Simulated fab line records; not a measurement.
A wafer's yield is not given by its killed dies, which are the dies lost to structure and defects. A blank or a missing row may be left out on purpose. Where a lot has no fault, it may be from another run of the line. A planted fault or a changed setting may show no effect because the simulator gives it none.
fab line records    flow n5_finfet
[record] lots = 5  wafers = 15  last_day = 17
route steps=1938 shown BEOL_M14@1741
lots with no fault: from the same line, run without faults
start_h: hours from the record's opening day to when the first of the lot's shown wafers began    wait_h: how many hours have passed since the lot's step before this one    " the same as in the row above    L1.1+2: a single row standing in for several wafers    - no value, or no start given    * or withheld: withheld    < > ~ a bound
route shown NAME@n: NAME is a module with steps in the file, n the number in the route of the first one    usual: mean and standard deviation over wafers with no fault    same: alike in all rows    chamber/n: place in a boat    sites: the reading at each site    _std_site: standard deviation of those values    _edge_site: outer sites' mean less inner sites'    radius_mm: for every site, how far away it sits from the centre of the wafer    mask NAME#n: copy n    behind: the last tool/chamber to shape the wafer    hold: why the lot was held/for how many hours/how that ended    device: transistor that didn't switch, given as n, p or np    end of line: tests of these same wafers at the route's end    a step given without rows: its recipe and nothing more    killed: dies that structure and defects cost at the first sort, which is not the same as the wafer's yield    map: dies across one wafer; x = killed, . = not, _ = none there
set.NAME: the run value of the setting; set.NAME@STEP: its run value at that earlier step    model.NAME: the simulator's own value behind a step, which no gauge read
certain route steps with their lots: each step a table, each wafer a row
services: when a tool's chamber went out of use (start_h, in hours from the record's first day, below 0 if earlier), for how many hours, and the reason
[[steps]]
[step N5_BEOL_M14_SOFTBAKE_23]
[recipe] temp_c = 130  time_s = 60
[step N5_BEOL_M14_EXPOSE_25]
[recipe] mask_id = M14  na = 0.8  source_shape = annular  sigma_inner = 0.5  sigma_outer = 0.8  polarization = unpolarized  target_cd_nm = 280  dose_mj = 26.6
[step N5_BEOL_M14_PEB_26]
[recipe] peb_temp_c = 130  peb_time_s = 90
[step N5_BEOL_M14_DEVELOP_27]
[recipe] develop_time_s = 45  rinse_liquid = diw  dry = air_spin  dev_temp_c = 21
[step N5_BEOL_M14_HARDBAKE_32]
[recipe] temp_c = 130  time_s = 120
[step N5_BEOL_M14_CD_MEAS_28]
[recipe] target_cd_nm = 284.4  landing_energy_ev = 500  detector = se_inlens
[usual] cd_nm = 284.1/1.2
[same] landing_energy_ev = 500
lot.wafer  tool       chamber  start_h  wait_h  cd_nm
L465.3     cd_sem-02  0        255.20   -       283.7
L465.4     "          0        "        "       284.8
L465.6     "          0        "        "       285.2
L466.2     cd_sem-03  0        271.65   -       285.7
L466.4     "          0        "        "       284.9
L466.6     "          0        "        "       284.2
L475.4     cd_sem-03  0        317.14   -       283.3
L475.5     "          0        "        "       283.5
L475.6     "          0        "        "       285.6
L477.2     cd_sem-03  0        334.55   -       283.4
L477.4     "          0        "        "       284.3
L477.5     "          0        "        "       284.1
L481.1     cd_sem-03  0        379.57   -       284.0
L481.2     "          0        "        "       286.0
L481.5     "          0        "        "       284.9
[step N5_BEOL_M14_OVL_MEAS_29]
[recipe] points_per_wafer = 44
[usual] M14_OVL = 3/6.1
lot.wafer  tool        chamber  start_h  wait_h  M14_OVL[nm]
L465.3     overlay-02  0        255.23   0.0     6
L465.4     "           0        "        "       11
L465.6     "           0        "        "       2
L466.2     overlay-02  0        271.68   0.0     8
L466.4     "           0        "        "       3
L466.6     "           0        "        "       -2
L475.4     overlay-01  0        317.16   0.0     -2
L475.5     "           0        "        "       9
L475.6     "           0        "        "       -5
L477.2     overlay-01  0        334.58   0.0     1
L477.4     "           0        "        "       -3
L477.5     "           0        "        "       2
L481.1     overlay-02  0        379.60   0.0     7
L481.2     "           0        "        "       16
L481.5     "           0        "        "       1
[step N5_BEOL_M14_INSPECT_30]
[recipe] mode = adi  inspect_instrument = macro
[usual] raw_defect_count = 2.0/1.3
lot.wafer  tool               chamber  start_h  wait_h  raw_defect_count
L465.3     defect_inspect-02  -        255.26   0.0     2
L465.4     "                  -        "        "       1
L465.6     "                  -        "        "       0
L466.2     defect_inspect-02  -        271.71   0.0     4
L466.4     "                  -        "        "       2
L466.6     "                  -        "        "       3
L475.4     defect_inspect-01  -        317.19   0.0     2
L475.5     "                  -        "        "       4
L475.6     "                  -        "        "       1
L477.2     defect_inspect-02  -        334.60   0.0     2
L477.4     "                  -        "        "       3
L477.5     "                  -        "        "       2
L481.1     defect_inspect-01  -        379.63   0.0     2
L481.2     "                  -        "        "       3
L481.5     "                  -        "        "       2
[step N5_BEOL_M14_DESCUM_33]
[recipe] chemistry = O2  time_s = 7.9  source_power_w = 50  bias_power_w = 20  pressure_mtorr = 20  rf_frequency_hz = 2.712e+07  temp_c = 40  o2_flow_sccm = 225
[usual] drypump_motor_current_A = 5.74/0.29  o2_flow_sccm = 224.9/0.69  oes_product_au = 0.79/0.086  rf_vpp_V = 243.4/1.3  showerhead_plenum_p_Torr = 2.11/0.07  throttle_valve_pct = 20.43/0.25
lot.wafer  tool         chamber  start_h  wait_h  drypump_motor_current_A  o2_flow_sccm  oes_product_au  rf_hours_counter_h  rf_vpp_V  showerhead_plenum_p_Torr  throttle_valve_pct
L465.3     rie_diel-03  1        255.29   0.0     5.44                     224.7         0.72            195                 242.6     1.99                      20.05
L465.4     "            2        "        "       5.75                     224.9         0.86            76                  246.0     2.21                      20.17
L465.6     "            2        "        "       5.75                     225.3         0.85            -                   245.1     2.21                      20.18
L466.2     rie_diel-04  3        271.80   0.1     6.26                     224.5         0.72            212                 243.2     2.06                      20.73
L466.4     "            1        "        "       6.41                     224.2         0.91            -                   244.4     2.14                      20.43
L466.6     "            3        "        "       6.25                     225.8         0.71            -                   243.9     2.06                      20.73
L475.4     rie_diel-04  0        317.22   0.0     6.29                     225.0         0.95            18                  243.0     2.15                      20.27
L475.5     "            3        "        "       6.24                     225.2         0.71            -                   242.2     2.06                      20.76
L475.6     "            2        "        "       6.06                     224.4         0.72            -                   242.7     2.06                      20.84
L477.2     rie_diel-05  3        334.63   0.0     5.84                     224.5         0.77            110                 242.5     2.03                      20.47
L477.4     "            2        "        "       5.51                     225.5         0.79            107                 243.7     2.11                      20.43
L477.5     "            2        "        "       5.52                     225.4         0.79            -                   242.7     2.11                      20.42
L481.1     rie_diel-03  0        380.03   0.4     5.66                     225.3         0.88            47                  243.3     2.13                      20.47
L481.2     "            1        "        "       5.45                     225.5         0.69            239                 242.0     1.98                      20.10
L481.5     "            3        "        "       5.55                     224.9         0.68            -                   242.8     2.06                      20.91
[step N5_BEOL_M14_ETCH_67]
[recipe] chemistry = CF4  target = SiARC  target_depth_a = 1430  time_s = 238.3  ion_energy_ev = 80  pressure_mtorr = 40  source_w = 545  bias_w = 36  Ar_flow_sccm = 100  cf4_flow_sccm = 100  ends = cleared
[step N5_BEOL_M14_ETCH_68]
[recipe] chemistry = N2/H2  target = SOC  mask_material = SiARC  source_w = 3000  bias_w = 350  temp_c = 40  time_s = 450  ion_energy_ev = 200  pressure_mtorr = 30  n2_flow_sccm = 200  h2_flow_sccm = 200
[step N5_BEOL_M14_STRIP_69]
[recipe] chemistry = N2/H2  temp_c = 40  n2_flow_sccm = 200  h2_flow_sccm = 200  rf_frequency_hz = 6e+07
[step N5_BEOL_M14_TRENCH_ETCH_34]
[recipe] chemistry = C4F8/O2/Ar  target = SiO2  target_depth_a = 5566.5  mask_material = SOC  he_inner_torr = 15  he_outer_torr = 30  time_s = 126.9  ion_energy_ev = 800  pressure_mtorr = 20  source_w = 1905  bias_w = 2040  Ar_flow_sccm = 400  C4F8_flow_sccm = 16  O2_flow_sccm = 12
[usual] C4F8_flow_sccm = 16.00/0.046  drypump_motor_current_A = 5.75/0.3  he_outer_torr = 30.01/0.055  oes_product_au = 0.79/0.087  rf_vpp_V = 2225/26  showerhead_plenum_p_Torr = 3.46/0.11  throttle_valve_pct = 30.86/0.23
lot.wafer  tool         chamber  start_h  wait_h  C4F8_flow_sccm  drypump_motor_current_A  he_outer_torr  oes_product_au  rf_hours_counter_h  rf_vpp_V  showerhead_plenum_p_Torr  throttle_valve_pct  model.etch.depth_nm
L465.3     rie_diel-03  1        255.74   0.0     15.99           5.43                     30.01          0.73            195                 2189      3.28                      30.43               562.5
L465.4     "            2        "        "       16.04           5.76                     30.03          0.84            76                  2237      3.61                      30.59               563.1
L465.6     "            2        "        "       15.94           5.75                     30.09          0.84            -                   2237      3.61                      30.56               560.9
L466.2     rie_diel-04  3        272.25   0.0     16.01           6.24                     30.07          0.73            213                 2218      3.40                      31.18               559.5
L466.4     "            1        "        "       15.96           6.51                     30.01          0.92            -                   2209      3.51                      30.93               566.9
L466.6     "            3        "        "       16.01           6.25                     30.05          0.73            -                   2217      3.40                      31.19               560.4
L475.4     rie_diel-04  0        317.68   0.0     16.03           6.26                     30.02          0.95            18                  2248      3.50                      30.65               567.9
L475.5     "            3        "        "       15.95           6.24                     29.98          0.71            -                   2215      3.39                      31.19               529.3
L475.6     "            2        "        "       16.00           6.08                     29.94          0.71            -                   2227      3.39                      31.24               545.3
L477.2     rie_diel-05  3        335.09   0.0     16.09           5.84                     29.99          0.78            110                 2186      3.33                      30.93               568.6
L477.4     "            2        "        "       16.09           5.52                     29.89          0.78            107                 2263      3.45                      30.79               551.4
L477.5     "            2        "        "       16.05           5.50                     30.04          0.78            -                   2263      3.45                      30.79               553.6
L481.1     rie_diel-03  0        380.49   0.0     15.97           5.67                     29.99          0.89            48                  2253      3.49                      30.94               566
L481.2     "            1        "        "       15.99           5.48                     29.99          0.70            239                 2187      3.26                      30.44               553.9
L481.5     "            3        "        "       16.01           5.55                     30.04          0.67            -                   2213      3.38                      31.21               540.7
[step N5_BEOL_M14_STRIP_70]
[recipe] chemistry = C4F8/O2/Ar  resist = SiARC  rf_frequency_hz = 6e+07
[step N5_BEOL_M14_OCD_MEAS_35]
[usual] trench_depth_nm = 559/10
lot.wafer  tool    chamber  start_h  wait_h  trench_depth_nm
L465.3     ocd-01  -        255.90   0.0     562
L465.4     "       -        "        "       563
L465.6     "       -        "        "       561
L466.2     ocd-02  -        272.42   0.0     559
L466.4     "       -        "        "       567
L466.6     "       -        "        "       560
L475.4     ocd-01  -        317.84   0.0     568
L475.5     "       -        "        "       529
L475.6     "       -        "        "       545
L477.2     ocd-01  -        335.25   0.0     569
L477.4     "       -        "        "       551
L477.5     "       -        "        "       554
L481.1     ocd-01  -        380.64   0.0     566
L481.2     "       -        "        "       554
L481.5     "       -        "        "       540
[step N5_BEOL_M14_STRIP_37]
[recipe] chemistry = O2  power_w = 600  temp_c = 60  pressure_mtorr = 30  rf_frequency_hz = 6e+07  bias_power_w = 0  overash_fraction = 0.3  o2_flow_sccm = 225
[usual] drypump_motor_current_A = 5.7/0.3  o2_flow_sccm = 225.1/0.73  oes_product_au = 0.80/0.088  rf_vpp_V = 3.7/0.98  showerhead_plenum_p_Torr = 2.11/0.071  throttle_valve_pct = 16.65/0.24
lot.wafer  tool         chamber  start_h  wait_h  drypump_motor_current_A  o2_flow_sccm  oes_product_au  rf_hours_counter_h  rf_vpp_V  showerhead_plenum_p_Torr  throttle_valve_pct
L465.3     rie_diel-03  3        257.08   1.2     5.5                      224.6         0.71            208                 4.4       2.08                      17.09
L465.4     "            1        "        "       5.5                      224.9         0.72            196                 4.4       2.00                      16.35
L465.6     "            3        "        "       5.5                      225.7         0.72            -                   3.8       2.08                      17.08
L466.2     rie_diel-04  3        272.93   0.5     6.2                      224.8         0.72            213                 4.9       2.07                      16.98
L466.4     "            0        "        "       6.3                      224.8         0.99            3                   4.1       2.16                      16.45
L466.6     "            1        "        "       6.4                      224.6         0.93            -                   5.4       2.15                      16.62
L475.4     rie_diel-05  2        323.53   5.7     5.5                      223.4         0.80            103                 4.8       2.11                      16.64
L475.5     "            1        "        "       5.5                      224.5         0.66            -                   3.2       2.16                      16.89
L475.6     "            0        "        "       5.6                      224.0         0.80            -                   4.3       2.21                      16.40
L477.2     rie_diel-03  2        336.15   0.9     5.7                      223.9         0.81            104                 4.4       2.20                      16.48
L477.4     "            2        "        "       5.8                      224.4         0.82            -                   5.9       2.21                      16.47
L477.5     "            0        "        "       5.6                      225.3         0.90            -                   2.6       2.14                      16.62
L481.1     rie_diel-05  0        381.94   1.3     5.7                      225.2         0.78            103                 4.4       2.20                      16.42
L481.2     "            3        "        "       5.8                      225.5         0.77            127                 5.3       2.02                      16.69
L481.5     "            3        "        "       5.8                      226.1         0.75            -                   4.1       2.02                      16.73
[step N5_BEOL_M14_ETCH_38]
[recipe] chemistry = CF4/N2  target = SiCN  target_depth_a = 1065  taper_deg = 2  time_s = 120.6  ion_energy_ev = 150  mask_material = SiO2  pressure_mtorr = 40  source_w = 430  bias_w = 70  Ar_flow_sccm = 100  cf4_flow_sccm = 60  n2_flow_sccm = 60
[usual] drypump_motor_current_A = 5.75/0.3  oes_product_au = 0.80/0.09  rf_vpp_V = 382.6/1.9  showerhead_plenum_p_Torr = 2.22/0.071  throttle_valve_pct = 15.41/0.25
lot.wafer  tool         chamber  start_h  wait_h  drypump_motor_current_A  oes_product_au  rf_hours_counter_h  rf_vpp_V  showerhead_plenum_p_Torr  throttle_valve_pct
L465.3     rie_diel-03  3        -        -       5.54                     0.71            208                 380.1     2.18                      15.80
L465.4     "            1        "        "       5.44                     0.73            196                 378.6     2.10                      15.14
L465.6     "            3        "        "       5.54                     0.70            -                   382.1     2.18                      15.80
L466.2     rie_diel-04  3        -        -       6.27                     0.73            213                 382.1     2.19                      15.82
L466.4     "            0        "        "       6.23                     1.00            3                   382.7     2.26                      15.11
L466.6     "            1        "        "       6.40                     0.92            -                   385.1     2.26                      15.39
L475.4     rie_diel-05  2        -        -       5.49                     0.79            103                 382.9     2.21                      15.40
L475.5     "            1        "        "       5.49                     0.66            -                   383.6     2.26                      15.66
L475.6     "            0        "        "       5.65                     0.81            -                   383.7     2.32                      15.20
L477.2     rie_diel-03  2        -        -       5.74                     0.82            104                 386.4     2.31                      15.21
L477.4     "            2        "        "       5.76                     0.81            -                   385.7     2.31                      15.20
L477.5     "            0        "        "       5.68                     0.92            -                   383.5     2.25                      15.35
L481.1     rie_diel-05  0        -        -       5.63                     0.79            103                 383.5     2.32                      15.25
L481.2     "            3        "        "       5.83                     0.77            127                 381.7     2.13                      15.43
L481.5     "            3        "        "       5.83                     0.78            -                   380.5     2.13                      15.44
[step N5_BEOL_M14_PRECLEAN_39]
[recipe] chemistry = residue_remover  time_s = 60  temp_c = 40
[step N5_BEOL_M14_SRD_40]
[recipe] time_s = 30  temp_c = 23  rinse_liquid = diw  dry = n2_spin  spin_rpm = 1500  dry_time_s = 30
[step N5_BEOL_M14_DEGAS_41]
[recipe] ambient = vacuum  temp_c = 300  time_s = 60
[step N5_BEOL_M14_PRE_CLEAN_42]
[recipe] gas = H2/He  time_s = 30  temp_c = 300
[step N5_BEOL_M14_SPUTTER_43]
[recipe] material = TaN  target_thk_a = 150  temp_c = 50  bias_v = 168.6  power_w = 15000  chamber_pressure_pa = 0.12  time_s = 24.19
[step N5_BEOL_M14_SPUTTER_44]
[recipe] material = Ta  target_thk_a = 150  temp_c = 50  bias_v = 80  power_w = 15000  chamber_pressure_pa = 0.07  time_s = 24.19
[step N5_BEOL_M14_SPUTTER_45]
[recipe] material = Cu  target_thk_a = 1000  temp_c = -20  bias_v = 60  power_w = 26000  chamber_pressure_pa = 0.13  time_s = 16.67
[usual] cathode_dc_power_W = 26000/4.9  throttle_valve_pct = 29.7/0.82
lot.wafer  tool            chamber  start_h  wait_h  cathode_dc_power_W  throttle_valve_pct
L465.3     pvd_sputter-01  -        257.61   0.0     26000               30.4
L465.4     "               -        "        "       26001               30.1
L465.6     "               -        "        "       26002               30.0
L466.2     pvd_sputter-02  -        273.45   0.0     26001               29.3
L466.4     "               -        "        "       26002               30.0
L466.6     "               -        "        "       25994               28.8
L475.4     pvd_sputter-01  -        324.10   0.0     25992               30.3
L475.5     "               -        "        "       26002               30.9
L475.6     "               -        "        "       26006               29.8
L477.2     pvd_sputter-02  -        337.03   0.0     26002               28.7
L477.4     "               -        "        "       25991               28.9
L477.5     "               -        "        "       25997               29.4
L481.1     pvd_sputter-01  -        382.65   0.0     25994               30.3
L481.2     "               -        "        "       26003               30.2
L481.5     "               -        "        "       25998               30.2
[step N5_BEOL_M14_ECD_47]
[recipe] material = Cu  target_thk_a = 12480
[step N5_BEOL_M14_ANNEAL_48]
[recipe] temp_c = 225  time_s = 90  ambient = N2
[usual] anneal_temp_c_max = 226.30/0.26  wafer_temp_C_max = 226.1/0.36
lot.wafer  tool           chamber  start_h  wait_h  anneal_temp_c_max  wafer_temp_C_max
L465.3     rtp_anneal-01  0        258.15   0.2     226.30             226.1
L465.4     "              0        "        "       226.59             225.9
L465.6     "              0        "        "       226.51             225.8
L466.2     rtp_anneal-02  0        274.07   0.5     225.84             226.2
L466.4     "              0        "        "       226.50             226.3
L466.6     "              0        "        "       226.42             226.7
L475.4     rtp_anneal-01  0        324.54   0.2     226.36             225.5
L475.5     "              0        "        "       226.77             225.8
L475.6     "              0        "        "       226.62             225.5
L477.2     rtp_anneal-01  0        337.38   0.2     226.11             225.4
L477.4     "              0        "        "       226.10             225.6
L477.5     "              0        "        "       225.70             225.7
L481.1     rtp_anneal-02  0        383.27   0.4     226.05             226.2
L481.2     "              0        "        "       225.86             226.5
L481.5     "              0        "        "       226.18             226.3
[step N5_BEOL_M14_CMP_49]
[recipe] stop_on = SiO2  t_overpolish_s = 5.2  down_force_psi = 2  platen_rpm = 80  clearing_platen_down_force_psi = 2  clearing_platen_rpm = 80  post_cmp_clean = cu_alkaline  target_thk_nm = 560  clearing_platen_pad_velocity_m_s = 1.5917  pad_velocity_m_s = 1.5917
[usual] barrier_field_endpoint_s = 11.24/0.26  motor_current_A = 7.9/0.63  overpolish_run_s = 5.200/0.0097  pad_life_wafers = 1006/650  slurry_flow_ml_min = 150.0/0.49  time_to_endpoint_s = 120/4
lot.wafer  tool    chamber  start_h  wait_h  barrier_field_endpoint_s  motor_current_A  overpolish_run_s  pad_life_wafers  slurry_flow_ml_min  time_to_endpoint_s  model.Cu_of_BEOL_M14_ECD_47.thk_nm
L465.3     cmp-02  2        258.40   0.2     11.01                     8.3              5.203             2125             150.2               115                 563.8
L465.4     "       0        "        "       10.88                     6.3              5.202             2127             149.9               113                 565.6
L465.6     "       1        "        "       10.68                     8.2              5.206             -                150.4               114                 563.6
L466.2     cmp-02  2        274.40   0.3     10.93                     7.9              5.209             50               150.7               115                 560.6
L466.4     "       3        "        "       11.23                     7.9              5.204             51               150.6               118                 567
L466.6     "       1        "        "       11.06                     8.6              5.183             -                150.0               115                 561.4
L475.4     cmp-02  1        324.82   0.2     10.76                     8.9              5.213             447              150.1               113                 570.2
L475.6     "       2        "        "       11.20                     7.6              5.221             -                149.6               117                 546.4
L475.5     "       3        "        "       11.68                     7.8              5.209             -                149.9               125                 532.8
L477.2     cmp-02  1        337.67   0.2     11.13                     8.6              5.204             565              149.6               118                 571.8
L477.4     "       2        "        "       10.69                     7.5              5.189             566              150.3               112                 553.8
L477.5     "       1        "        "       11.18                     8.2              5.182             -                149.2               114                 556.4
L481.2     cmp-03  2        383.62   0.3     11.55                     7.7              5.201             1831             149.5               122                 557.8
L481.1     "       3        "        "       11.26                     8.8              5.199             1832             150.4               120                 570.4
L481.5     "       1        "        "       11.44                     8.7              5.218             -                149.7               123                 545
[step N5_BEOL_M14_THK_MEAS_50]
[recipe] thk_meas_gauge = xrf  reads = Cu_of_BEOL_M14_ECD_47
[usual] M14_THK = 567/11
lot.wafer  tool           chamber  start_h  wait_h  M14_THK[nm]
L465.3     film_metro-02  -        258.66   -       566
L465.4     "              -        "        "       569
L465.6     "              -        "        "       566
L466.2     film_metro-02  -        274.62   -       566
L466.4     "              -        "        "       576
L466.6     "              -        "        "       565
L475.4     film_metro-01  -        325.00   -       579
L475.5     "              -        "        "       541
L475.6     "              -        "        "       556
L477.2     film_metro-02  -        337.93   -       573
L477.4     "              -        "        "       554
L477.5     "              -        "        "       557
L481.1     film_metro-02  -        383.88   -       575
L481.2     "              -        "        "       564
L481.5     "              -        "        "       550
[step N5_BEOL_M14_PRE_CLEAN_52]
[recipe] gas = NH3  time_s = 15  temp_c = withheld  rf_power_w = 300
[step N5_BEOL_M14_DEP_53]
[recipe] material = SiCN  target_thk_a = 500  temp_c = withheld  precursor = 3MS/NH3  pressure_torr = 3  rf_w = 675  time_s = 17.8
[step N5_BEOL_M14_RS_MEAS_54]
[recipe] thk_meas_gauge = four-point-probe  reads = Cu_of_BEOL_M14_ECD_47+Ta_of_BEOL_M14_SPUTTER_44+TaN_of_BEOL_M14_SPUTTER_43
[usual] M14_RS = 0.0330/0.00062
lot.wafer  tool           chamber  start_h  wait_h  M14_RS[ohm/sq]
L465.3     film_metro-01  -        258.79   0.1     0.0329
L465.4     "              -        "        "       0.0328
L465.6     "              -        "        "       0.0329
L466.2     film_metro-01  -        274.75   0.1     0.0331
L466.4     "              -        "        "       0.0327
L466.6     "              -        "        "       0.0331
L475.4     film_metro-02  -        325.13   0.0     0.0326
L475.5     "              -        "        "       0.0349
L475.6     "              -        "        "       0.0340
L477.2     film_metro-01  -        338.06   0.1     0.0325
L477.4     "              -        "        "       0.0335
L477.5     "              -        "        "       0.0333
L481.1     film_metro-01  -        384.04   0.1     0.0325
L481.2     "              -        "        "       0.0332
L481.5     "              -        "        "       0.0341
[step N5_BEOL_M14_INSPECT_55]
[recipe] inspect_instrument = darkfield  mode = post_dep
[usual] raw_defect_count = 81/28
lot.wafer  tool               chamber  start_h  wait_h  raw_defect_count
L465.3     defect_inspect-02  -        258.81   0.0     93
L465.4     "                  -        "        "       136
L465.6     "                  -        "        "       96
L466.2     defect_inspect-01  -        274.78   0.0     133
L466.4     "                  -        "        "       113
L466.6     "                  -        "        "       125
L475.4     defect_inspect-01  -        325.15   0.0     71
L475.5     "                  -        "        "       43
L475.6     "                  -        "        "       102
L477.2     defect_inspect-02  -        338.08   0.0     46
L477.4     "                  -        "        "       77
L477.5     "                  -        "        "       54
L481.1     defect_inspect-02  -        384.06   0.0     132
L481.2     "                  -        "        "       80
L481.5     "                  -        "        "       137
[[services]]
tool            chamber  start_h  hours  kind
rie_diel-05     2        241.26   2.6    repair
rie_diel-04     0        242.74   -      clean
rie_diel-04     0        242.74   -      consumable_replace:focus_ring
rie_diel-04     0        242.74   14.2   scheduled_down
cmp-02          -        253.86   1.7    repair
rie_diel-05     0        255.58   11.1   repair
cmp-02          -        263.48   4.0    pm
rie_diel-04     0        266.18   6.3    repair
cmp-02          -        282.39   0.8    repair
cmp-03          -        288.57   3.1    pm
rie_diel-05     -        299.94   2.8    pm
pvd_sputter-02  -        317.00   6.5    repair
rie_diel-03     -        321.59   0.2    repair
rie_diel-03     3        327.58   11.6   repair
rie_diel-04     1        328.03   7.2    repair
rtp_anneal-02   -        349.78   3.7    pm
rie_diel-04     3        367.57   8.4    repair
cmp-02          -        373.27   5.7    pm
cmp-03          -        380.43   0.4    repair
cmp-02          -        381.30   0.8    repair
rie_diel-03     3        383.65   -      clean
rie_diel-03     3        383.65   -      consumable_replace:focus_ring
rie_diel-03     3        383.65   21.6   scheduled_down
rie_diel-03     3        383.65   21.6   vent_cycle
[[key]]
[first_sign] step = N5_BEOL_M14_RS_MEAS_54  reading = M14_RS  direction = up  sigmas = 3  usual = 0.0330  struck = 0.0349
effect none on later readings
[model_effect] step = N5_BEOL_M14_TRENCH_ETCH_34  value = etch.depth_nm  without = 559.7  struck = 529.3
[model_effect] step = N5_BEOL_M14_CMP_49  value = Cu_of_BEOL_M14_ECD_47.thk_nm  without = 563.2  struck = 532.8
met_at N5_BEOL_M14_TRENCH_ETCH_34
struck_wafers L475.5
onset_between 272.25 317.68
[fault] kind = process_parameter_drift  tool = rie_diel-04  chamber = -  onset_h = 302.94  steps = N5_BEOL_M14_TRENCH_ETCH_34  channel = time_s  offset = *  shape = step  end_h = 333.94  scope = struck_wafers_only  acts_in = *  stated = *
